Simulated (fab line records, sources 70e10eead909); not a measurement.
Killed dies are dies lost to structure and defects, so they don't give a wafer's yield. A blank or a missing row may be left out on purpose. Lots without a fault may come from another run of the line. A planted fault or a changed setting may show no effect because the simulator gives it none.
Problem report in the 8D (eight disciplines) form, filled by code | flow nand_harc | the parts of the form that need people (team, actions taken, sign-off) are left out

1. THE PROBLEM
heater_power_total_W at NHARC_A_BLC_SOFTBAKE_05 reads a mean of 178.98 W on 6 wafers of 2 lots; wafers without a fault read 188.46 W with a standard deviation of 0.14. That is -68 standard deviations from the usual mean.
The step: time 55 s.
First seen on wafer L188.1, day 22 18:00, on litho_track-01. The record holds 42 wafers of 14 lots with a number at this step. Rule for "out", or "out of limits": more than 4 standard deviations from the usual mean. The other wafers with a number count as sound.

2. WHAT IT IS AND WHAT IT IS NOT
question                    | is                     | is not
which readings at this step | heater_power_total_W   | -
which lots                  | L188, L189             | L166, L167, L168, L169, L170, L171, L173, L175, L176, L177, L178, L179
which wafers of those lots  | all that have a number | -
read on which tools         | litho_track-01         | litho_track-04, litho_track-06
when                        | from day 22 18:00      | up to then (36 sound wafers)

3. SUSPECTS, AND WHAT RULES EACH OUT
Counting: a tool at a process step up to the reading stays a suspect if it ran every lot that is out and no sound lot after the first of them.
- cmp-03 at NHARC_A_CONTACT_CMP_20 (polishes, t overpolish 30 s, target thk 300 nm): kept. It ran every lot that is out, first L188 (day 22 18:29), and no sound lot after that; its last sound lot up to then is L178 (day 21 00:25).
- litho_track-01 at NHARC_A_BLC_SOFTBAKE_05 (time 55 s): kept. It ran every lot that is out, first L188 (day 22 18:00), and no sound lot after that; its last sound lot up to then is L179 (day 20 16:00). Its own readings are out on those wafers: heater_power_total_W.
Left after counting: cmp-03 at NHARC_A_CONTACT_CMP_20, litho_track-01 at NHARC_A_BLC_SOFTBAKE_05.

4. THE CAUSE (what the simulator had put in)
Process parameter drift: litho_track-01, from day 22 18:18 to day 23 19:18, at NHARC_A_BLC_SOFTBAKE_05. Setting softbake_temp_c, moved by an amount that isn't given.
Counting left 2 suspects, and this tool is among them.

5. THE CHAIN OF EFFECTS, in route order
Each row: a reading whose mean over the struck wafers that have a number lies more than 3 standard deviations from the usual. Only readings for which the record gives a usual standard deviation are gone through. hours: the time from each lot's start at the first step in this table that gives one to its start at this step, as a median over the lots. sigmas: the change in usual standard deviations.
hours | step                    | reading              | usual    | on struck wafers | change | sigmas
0     | NHARC_A_BLC_SOFTBAKE_05 | heater_power_total_W | 188.46 W | 178.98           | -9.48  | -68
The process steps in it:
- NHARC_A_BLC_SOFTBAKE_05: time 55 s.
Later measuring or inspecting steps at which every struck wafer that the step has a row for has a number for every such reading, and none has moved that far: NHARC_A_BLC_OVL_MEAS_11.

6. WHAT WOULD HAVE CAUGHT IT SOONER
In this record the first reading out of limits was taken at day 22 18:00.
